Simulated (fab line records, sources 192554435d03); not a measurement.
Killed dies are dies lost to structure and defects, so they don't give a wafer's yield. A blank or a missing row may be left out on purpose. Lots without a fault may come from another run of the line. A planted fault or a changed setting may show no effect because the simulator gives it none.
Chamber matching | flow n5_finfet | N5_BEOL_M0_STRIP_140 on rie_diel-04: 4 sister chambers
The step strips in CF4. 4 wafers are shown with their chamber, then 9 later ones without.

WAFERS WITH THEIR CHAMBER
wafer  | chamber | throttle_valve_pct (%)
L086.1 | 3       | 13.15
L086.5 | 2       | 13.68
L088.5 | 1       | 13.20
L088.6 | 0       | 13.46

WAFERS WITHOUT THEIR CHAMBER
wafer  | throttle_valve_pct (%)
L090.2 | 13.48
L090.3 | 13.17
L090.6 | 13.73
L093.1 | 13.24
L093.5 | 13.49
L093.6 | 13.18
L097.3 | 13.27
L097.4 | 13.52
L097.6 | 13.50

WHICH CHAMBER EACH WENT THROUGH
wafer  | from the rows above     | in truth
L090.2 | 0                       | 0
L090.3 | can't be placed: 3 or 1 | 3
L090.6 | 2                       | 2
L093.1 | can't be placed: 1 or 3 | 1
L093.5 | 0                       | 0
L093.6 | can't be placed: 1 or 3 | 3
L097.3 | can't be placed: 1 or 3 | 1
L097.4 | 0                       | 0
L097.6 | 0                       | 0
Placed correctly: 5 of 9. Can't be placed from these rows: 4 (the true chamber is among the candidates in 4). Placed wrongly: 0.
How it was worked out, from the rows above alone: a wafer's distance from a chamber is the root of the sum, over the readings, of the square of ((its reading less the chamber's mean) divided by the reading's scatter). The wafer belongs to the nearest chamber; if the next one is less than 2 further off, it can't be placed. A chamber's mean is the mean of its shown wafers. The scatter: with one shown wafer a chamber, the root of the mean of the squares of how far each hidden wafer lies from its nearest shown one.
